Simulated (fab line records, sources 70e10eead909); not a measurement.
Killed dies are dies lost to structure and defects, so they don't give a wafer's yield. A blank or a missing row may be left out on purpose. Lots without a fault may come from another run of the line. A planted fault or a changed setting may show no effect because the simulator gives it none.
A struck lot beside a sound one | flow nand_harc | 15 steps out of a route of 1302
Sound: wafers L262.2, L262.3, L262.4. Struck: wafers L271.2, L271.6. The cause comes at the end.
At each step with rows: each side's tool, then ch and its chambers, then its first start. Under that, the readings that differ: sound wafers | struck wafers | difference of the means | sigmas: that difference in standard deviations of wafers without a fault.
alike: readings whose means differ by less than 2 such deviations, and words and numbers that are the same on both sides. not compared: withheld readings, readings that some wafer has no value for, bounds like >300 that may hide the same value, and numbers for which the record gives no deviation and whose values overlap.
The two part at a step that has a row with sigmas, a row that says differs or no value, or rows on one side only. Numbers that don't overlap but have no deviation are shown without sigmas and don't part them. A reading that every wafer of one side lacks parts them only if that side has two wafers or more.

first, 6 steps without rows for these wafers: NHARC_A_DECK1_JOINT_CVD_34 (deposits SiNx, target thk 20 nm); NHARC_A_DECK1_JOINT_DEP_06 (deposits SiOx, target thk 80 nm); NHARC_A_DECK1_JOINT_CURE_26 (time 32 s); NHARC_A_DECK1_JOINT_ANNEAL_27 (time 3600 s); NHARC_A_DECK1_JOINT_ANNEAL_28 (time 1800 s); NHARC_A_DECK1_JOINT_ANNEAL_29 (time 1800 s).
NHARC_A_DECK1_JOINT_CMP_02: polishes SiOx.
  sound on cmp-04 ch 0,2,3, day 14 09:46; struck on cmp-01 ch 0,3, day 18 15:08
  reading             | sound          | struck    | difference | sigmas
  motor_current_A (A) | 12.2 11.0 11.5 | 11.9 15.8 | +2.3       | +2
then, 1 step without rows for these wafers: NHARC_A_DECK1_JOINT_SRD_15.
NHARC_A_DECK1_JOINT_DEP_16: deposits SiO2, target thk 45 nm.
  sound on pecvd-02 ch 0,1,2, day 14 10:18; struck on pecvd-02 ch 1, day 18 15:35
  alike: flow_sccm, heater_power_w, rf_fwd_power_W, throttle_valve_pct
NHARC_A_DECK1_JOINT_THK_MEAS_17: measures by ellipsometry.
  sound on film_metro-02, day 14 10:33; struck on film_metro-02, day 18 15:48
  alike: thk_nm
NHARC_A_DECK1_JOINT_INSPECT_05:
  sound on defect_inspect-01, day 14 10:35; struck on defect_inspect-02, day 18 15:50
  alike: raw_defect_count
NHARC_A_ONON_D2_DEP_00: target thk 1000 nm.
  sound on pecvd_onon-02 ch 0, day 14 10:46; struck on pecvd_onon-03 ch 0, day 18 15:58
NHARC_A_ONON_D2_THK_MEAS_02: measures by ellipsometry.
  sound on film_metro-01, day 14 11:13; struck on film_metro-02, day 18 16:25
  reading     | sound          | struck  | difference | sigmas
  thk_nm (nm) | 1021 1019 1020 | 655 654 | -366       | -30
then, 1 step without rows for these wafers: NHARC_A_ONON_D2_DEP_03 (target thk 1000 nm).
-- the record jumps here: 12 days lie between the struck wafers' starts before and after (it left off in module A_ONON_D2 and takes up again in module END, whose first step shown is number 1302 of the route) --
NHARC_END_SORT_01:
  sound on prober-01 ch 0, day 25 17:34; struck on prober-02 ch 0, day 30 19:17
  reading         | sound    | struck  | difference | sigmas
  killed_at_array | 69 80 93 | 676 674 | +594       | +50
  killed_dies     | 74 87 95 | 677 677 | +592       | +49
  alike: killed_at_other, killed_at_periphery, killed_open, killed_short

WHERE THEY PART
First at NHARC_A_DECK1_JOINT_CMP_02; last, within this record, at NHARC_END_SORT_01.

WHY: what the simulator had put in
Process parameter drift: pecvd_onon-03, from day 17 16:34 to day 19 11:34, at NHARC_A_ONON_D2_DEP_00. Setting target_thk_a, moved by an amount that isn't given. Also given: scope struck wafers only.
